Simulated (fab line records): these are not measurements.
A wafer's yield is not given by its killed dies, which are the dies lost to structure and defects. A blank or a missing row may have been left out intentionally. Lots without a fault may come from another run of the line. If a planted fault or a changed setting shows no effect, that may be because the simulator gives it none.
Split-lot experiment -- flow n5 finfet -- 21 wafers read across 7 lots, on a route 1938 steps long

## THE SPLIT ITSELF
At N5_BEOL_M10_COAT_22 (resist thk 90 nm), the setting spin rpm was moved away from the recipe's 1500 rpm on 6 of the 21 wafers read, by -6.7% to +7.0%. All remaining wafers had this setting at the recipe value.

## FROM THE SPLIT TO THE READING: what the file shows between them, 3 steps
- N5_BEOL_M10_EBR_24
- N5_BEOL_M10_SOFTBAKE_23: time 60 s
- N5_BEOL_M10_DESCUM_33: chemistry O2, time 7.9 s

## THE READING
CAR-ArF_of_BEOL_M10_COAT_22.thk nm (the simulator's own value, which no gauge read), in nm, at N5_BEOL_M10_ETCH_65 (etches SiARC in CF4, target depth 39 nm, time 65 s). No usual value for it is given in the file. Average 55.5 nm, standard deviation 0.27 nm, over the 15 wafers here run with the recipe.

wafer,"tool, chamber at the split","spin rpm as run, rpm",against the recipe,"CAR-ArF_of_BEOL_M10_COAT_22.thk nm, nm",against lot-mates on the recipe
L079.1,"litho track-04, 0",1500,recipe,55.6,-
L079.2,"litho track-04, 0",1500,recipe,55.8,-
L079.5,"litho track-04, 0",1500,recipe,56,-
L081.1,"litho track-03, 0",1500,recipe,55.2,-
L081.4,"litho track-03, 0",1500,recipe,55.2,-
L081.5,"litho track-03, 0",1500,recipe,55.2,-
L082.2,"litho track-04, 0",1500,recipe,55.2,-
L082.5,"litho track-04, 0",1500,recipe,55.2,-
L082.4,"litho track-04, 0",1563,+4.2%,53.2,-2.0
L086.1,"litho track-03, 0",1605,+7.0%,52.2,-3.2
L086.6,"litho track-03, 0",1605,+7.0%,52.2,-3.2
L086.5,"litho track-03, 0",1500,recipe,55.4,-
L087.1,"litho track-03, 0",1456,-2.9%,57.2,+1.6
L087.2,"litho track-03, 0",1500,recipe,55.6,-
L087.5,"litho track-03, 0",1500,recipe,55.6,-
L090.1,"litho track-03, 0",1546,+3.1%,54.2,-1.5
L090.5,"litho track-03, 0",1500,recipe,55.8,-
L090.6,"litho track-03, 0",1500,recipe,55.6,-
L096.2,"litho track-05, 0",1500,recipe,55.8,-
L096.6,"litho track-05, 0",1500,recipe,55.8,-
L096.5,"litho track-05, 0",1400,-6.7%,58.8,+3.0

FIT RESULTS
A straight line over all 21 wafers: CAR-ArF_of_BEOL_M10_COAT_22.thk nm changes by -0.491 nm for each +1% of spin rpm; r = -0.99; the points scatter about the line by 0.26 nm.
The same after taking each lot's own level away (the mean of its wafers on the recipe; 21 wafers): -0.464 nm for each +1%; r = -1.00; scatter 0.097 nm.
That fit puts the effect of the largest move of spin rpm on the reading at 3.2 nm.
From 55.20 to 55.80 nm: that is the span of the lots' own levels, equal to 2.2 times the standard deviation above.
The two slopes are in agreement: the lot-to-lot level therefore moves the slope only a little.
Check: for one of the wafers moved furthest among these (+7.0%), held out of the fit, the line's prediction against its lot-mates is -3.26 nm. It came out at -3.2 nm against them.

## FURTHER SPLITS ON THESE WAFERS
These wafers also went through other splits before the reading. Each is held against what the fit with the lots' levels taken away leaves over:
other split on the same wafers,wafers away from the commonest value,r with CAR-ArF_of_BEOL_M10_COAT_22.thk nm (lot level and that fit taken away)
N5_BEOL_M5_COAT_05 spin rpm,7,-0.33
N5_BEOL_M5_ETCH_72 bias w,6,+0.14
N5_BEOL_M5_TRENCH_ETCH_37 bias w,7,+0.24
N5_BEOL_M5_ETCH_41 source w,6,-0.12
N5_BEOL_M7_COAT_05 spin rpm,5,+0.01
N5_BEOL_M8_COAT_59 spin rpm,6,+0.03
N5_BEOL_M8_TRENCH_ETCH_37 bias w,6,-0.04
N5_BEOL_M9_ETCH_66 time s,3,-0.26

## THE WHOLE CHAIN: every reading that the file lists as answering this split, in the file's order
step,what it does,reading,change (the file's fit),r (the file's)
N5_BEOL_M10_COAT_22,resist thk 90 nm,"CAR-ArF_of_BEOL_M10_COAT_22.thk nm (the simulator's own value, which no gauge read)",-0.463 nm for each +1% of the setting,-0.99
N5_BEOL_M10_ETCH_65,"etches SiARC in CF4, target depth 39 nm, time 65 s","CAR-ArF_of_BEOL_M10_COAT_22.thk nm (the simulator's own value, which no gauge read)",-0.466 nm for each +1% of the setting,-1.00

## THE FILE'S OWN FIT
CAR-ArF_of_BEOL_M10_COAT_22.thk nm changes by -0.466 nm for each +1% of spin rpm, r = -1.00.
